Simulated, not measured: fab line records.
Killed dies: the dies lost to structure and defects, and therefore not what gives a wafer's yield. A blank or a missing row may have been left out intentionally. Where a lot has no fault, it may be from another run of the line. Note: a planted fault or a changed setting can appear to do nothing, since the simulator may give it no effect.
Matching of chambers | flow nandHarc | 3 sister chambers for NHARC_P_BONDPAD_DEP_00 on pecvd-03
The step deposits SiCN, target thk 250 nm. 6 wafers are shown with their chamber, then 9 later ones without.

## WAFERS PAIRED WITH THEIR CHAMBERS
wafer  | chamber | heaterPowerW (W) | susceptorTempC (C)
L085.1 | 2       | 454              | 369.42
L088.1 | 0       | 581              | 370.04
L088.5 | 2       | 459              | 369.88
L090.1 | 1       | 579              | 369.95
L090.3 | 0       | 536              | 369.85
L090.6 | 1       | 602              | 370.00

## WAFERS WITH NO CHAMBER GIVEN
wafer  | heaterPowerW (W) | susceptorTempC (C)
L089.1 | 535              | 370.06
L089.4 | 622              | 370.33
L089.5 | 445              | 370.36
L095.1 | 496              | 370.42
L095.5 | 505              | 370.21
L095.6 | 606              | 370.26
L096.1 | 568              | 369.84
L096.3 | 496              | 370.13
L096.5 | 626              | 369.96

## WHICH CHAMBER EACH ONE RAN IN
wafer  | from the rows above          | in truth
L089.1 | can't be placed: 0 or 1      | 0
L089.4 | can't be placed: 1 or 0      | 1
L089.5 | 2                            | 2
L095.1 | can't be placed: 0 or 2 or 1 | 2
L095.5 | can't be placed: 0 or 2 or 1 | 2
L095.6 | can't be placed: 1 or 0      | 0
L096.1 | can't be placed: 0 or 1      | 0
L096.3 | can't be placed: 2 or 0 or 1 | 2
L096.5 | can't be placed: 1 or 0      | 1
Correct placement for 1 of the 9. Cannot be placed on the basis of these rows: 8; the candidates contain the true chamber in 8. 0 placed wrongly.
How it was worked out, from the rows above alone: a wafer's distance from a chamber is the root of the sum, over the readings, of the square of ((its reading less the chamber's mean) divided by the reading's scatter). If the next closest chamber is less than 2 further off than the closest, the wafer can't be placed; otherwise it belongs to the closest. The mean given for a chamber averages the wafers shown for that chamber. The scatter: take each reading less its chamber's mean, square it, sum over the shown wafers, divide by the number of wafers less the number of chambers, and take the root.
